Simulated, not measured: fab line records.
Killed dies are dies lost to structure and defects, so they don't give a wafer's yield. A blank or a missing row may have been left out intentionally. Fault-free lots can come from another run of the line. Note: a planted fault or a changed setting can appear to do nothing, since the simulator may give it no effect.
Which tool did it? -- flow nand harc -- 14 lots, 42 wafers sampled, at 4 steps of a route of 1302

WHAT THE GAUGES READ, wafer by wafer
Not one reading of a measure or inspect step in the record can be checked against a usual standard deviation.

WHAT TOOL EACH LOT RAN ON (gives the tool, then ch and the chambers of the sampled wafers, and finally the start)
lot,NHARC_A_SGD_CUT_ETCH_16,NHARC_A_SLIT_DEP_25,NHARC_A_SLIT_DEP_00,NHARC_A_SLIT_PEB_07
L479,"rie diel-03 ch 1,3, day 19 15:25 or earlier","pecvd-02 ch 1,2, day 19 15:25","acl dep-01 ch 0, day 19 17:52","litho track-06 ch 0, day 19 21:29"
L481,"rie diel-10 ch 0,2,3, day 20 08:57 or earlier","pecvd-02 ch 0,1, day 20 08:57","acl dep-02 ch 0, day 20 09:17","litho track-01 ch 0, day 20 13:40"
L483,"rie diel-10 ch 0,3, day 20 17:15 or earlier","pecvd-02 ch 0,1, day 20 17:15","acl dep-01 ch 0, day 20 18:37","litho track-01 ch 0, day 20 23:02"
L480,"rie diel-13 ch 2,3, day 20 17:15 or earlier","pecvd-01 ch 1,2, day 20 17:15","acl dep-03 ch 0, day 20 18:11","litho track-06 ch 0, day 20 21:58"
L484,"rie diel-13 ch 0,2,3, day 20 17:13 or earlier","pecvd-04 ch 0,1,2, day 20 17:13","acl dep-02 ch 0, day 20 18:39","litho track-04 ch 0, day 20 23:11"
L485,"rie diel-13 ch 0,2,3, day 21 21:15 or earlier","pecvd-02 ch 0,1,2, day 21 21:15","acl dep-02 ch 0, day 21 22:08","litho track-04 ch 0, day 22 02:28"
L486,"rie diel-10 ch 0,1,2, day 22 21:40 or earlier","pecvd-02 ch 0,1,2, day 22 21:40","acl dep-01 ch 0, day 23 00:16","litho track-04 ch 0, day 23 03:53"
L487,"rie diel-03 ch 0,2,3, day 22 21:35 or earlier","pecvd-01 ch 0,1,2, day 22 21:35","acl dep-02 ch 0, day 22 21:56","litho track-04 ch 0, day 23 02:15"
L489,"rie diel-10 ch 2,3, day 24 02:17 or earlier","pecvd-02 ch 0,1,2, day 24 02:17","acl dep-03 ch 0, day 24 03:10","litho track-01 ch 0, day 24 06:55"
L492,"rie diel-13 ch 0,1,2, day 24 13:08 or earlier","pecvd-02 ch 0,1, day 24 13:08","acl dep-03 ch 0, day 24 18:35","litho track-04, day 24 22:16"
L491,"rie diel-03 ch 0,1, day 24 13:04 or earlier","pecvd-04 ch 0,1,2, day 24 13:04","acl dep-01 ch 0, day 24 18:04","litho track-04, day 24 21:13"
L499,"rie diel-10 ch 1,2, day 27 17:56 or earlier","pecvd-02 ch 1,2, day 27 17:56","acl dep-03 ch 0, day 27 18:16","litho track-04 ch 0, day 27 22:38"
L500,"rie diel-13 ch 2,3, day 27 18:14 or earlier","pecvd-02 ch 0,1,2, day 27 18:14","acl dep-02 ch 0, day 27 23:02","litho track-04 ch 0, day 28 02:16"
L502,"rie diel-10 ch 0,1,2, day 28 22:30 or earlier","pecvd-04 ch 0,1, day 28 22:30","acl dep-02 ch 0, day 29 06:47","litho track-04 ch 0, day 29 09:47"
- NHARC_A_SGD_CUT_ETCH_16: etches the open film in C4F8/O2/Ar, target depth 310.5 nm, time 155.2 s.
- NHARC_A_SLIT_DEP_25: deposits SiO2, target thk 200 nm.
- NHARC_A_SLIT_DEP_00: deposits aC, target thk 6200 nm.
- NHARC_A_SLIT_PEB_07: peb time 65 s.

WHAT THE TOOLS THEMSELVES READ (means of the sampled wafers that have a number; where no wafer has one, the mark that the record gives instead)
NHARC_A_SGD_CUT_ETCH_16. Usual: oes product au 0.972 a.u., standard deviation 0.016; rf vpp V 723 V, standard deviation 3.1.
lot,tool,oes product au (a.u.),rf vpp V (V),flag
L479,rie diel-03,0.939,726,
L481,rie diel-10,0.964,721,
L483,rie diel-10,0.951,722,
L480,rie diel-13,0.982,723,
L484,rie diel-13,0.982,723,
L485,rie diel-13,0.985,723,
L486,rie diel-10,0.974,720,
L487,rie diel-03,0.956,724,
L489,rie diel-10,0.980,723,
L492,rie diel-13,0.962,722,
L491,rie diel-03,0.979,725,
L499,rie diel-10,0.973,720,
L500,rie diel-13,0.973,725,
L502,rie diel-10,0.973,717,

NHARC_A_SLIT_DEP_25. Usual: heater power w 630 W, standard deviation 64; throttle valve pct 15.7 %, standard deviation 0.59.
lot,tool,heater power w (W),throttle valve pct (%),flag
L479,pecvd-02,608,15.3,
L481,pecvd-02,608,15.9,
L483,pecvd-02,607,16.1,
L480,pecvd-01,581,15.8,
L484,pecvd-04,606,14.7,
L485,pecvd-02,651,15.9,
L486,pecvd-02,670,16.0,
L487,pecvd-01,625,15.9,
L489,pecvd-02,680,16.0,
L492,pecvd-02,635,16.3,
L491,pecvd-04,632,14.9,
L499,pecvd-02,543,15.7,
L500,pecvd-02,662,15.9,
L502,pecvd-04,655,14.9,

NHARC_A_SLIT_DEP_00. Usual: 35.000 % for throttle valve pct, sd 0.0085.
lot,tool,throttle valve pct (%),flag
L479,acl dep-01,35.000,
L481,acl dep-02,34.998,
L483,acl dep-01,34.994,
L480,acl dep-03,35.002,
L484,acl dep-02,34.995,
L485,acl dep-02,35.011,
L486,acl dep-01,34.992,
L487,acl dep-02,34.997,
L489,acl dep-03,35.007,
L492,acl dep-03,35.003,
L491,acl dep-01,34.987,
L499,acl dep-03,35.001,
L500,acl dep-02,35.006,
L502,acl dep-02,34.995,

NHARC_A_SLIT_PEB_07. Usual: chill plate temp C 22.97 C, standard deviation 0.1; exhaust pa 45.1 Pa, standard deviation 0.85; plate temp C 100.00 C, standard deviation 0.13.
lot,tool,chill plate temp C (C),exhaust pa (Pa),plate temp C (C),flag
L479,litho track-06,22.95,45.7,99.79,
L481,litho track-01,22.95,44.8,99.93,
L483,litho track-01,23.07,45.2,99.89,
L480,litho track-06,22.80,44.6,99.97,
L484,litho track-04,23.03,43.7,99.97,
L485,litho track-04,22.99,45.6,99.89,
L486,litho track-04,22.98,44.6,100.08,
L487,litho track-04,22.86,45.3,99.94,
L489,litho track-01,23.12,45.3,100.23,
L492,litho track-04,-,-,-,OFF
L491,litho track-04,-,-,-,OFF
L499,litho track-04,22.95,44.6,100.04,
L500,litho track-04,23.01,44.8,100.00,
L502,litho track-04,23.11,45.5,100.10,

THE ANSWER, worked out from the rows above alone
Rule: take the mean of a lot's wafers that have a number; if it is more than 3 standard deviations from the usual mean, the lot is off. Also off: a lot with no number at a reading for which 4 or more lots have one. The other lots that the step has rows for count as sound. First the gauges in route order, then the tools' own readings, where a lot's mean is used as printed above. At the first step where some lot is off, the reading lying furthest off is the one used; lots without a number count as furthest.
Off at NHARC_A_SLIT_PEB_07 (chill plate temp C): L492, L491. Without a number there: L492, L491.
A tool fits if, at that step or a process step before it, it ran every lot that is off, and no sound lot after the first of them. With no start given for some of its lots, NHARC_A_SGD_CUT_ETCH_16 uses the hours and lot order of NHARC_A_SLIT_DEP_25. None of those tried fits.

WHAT THE SIMULATOR HAD INSERTED
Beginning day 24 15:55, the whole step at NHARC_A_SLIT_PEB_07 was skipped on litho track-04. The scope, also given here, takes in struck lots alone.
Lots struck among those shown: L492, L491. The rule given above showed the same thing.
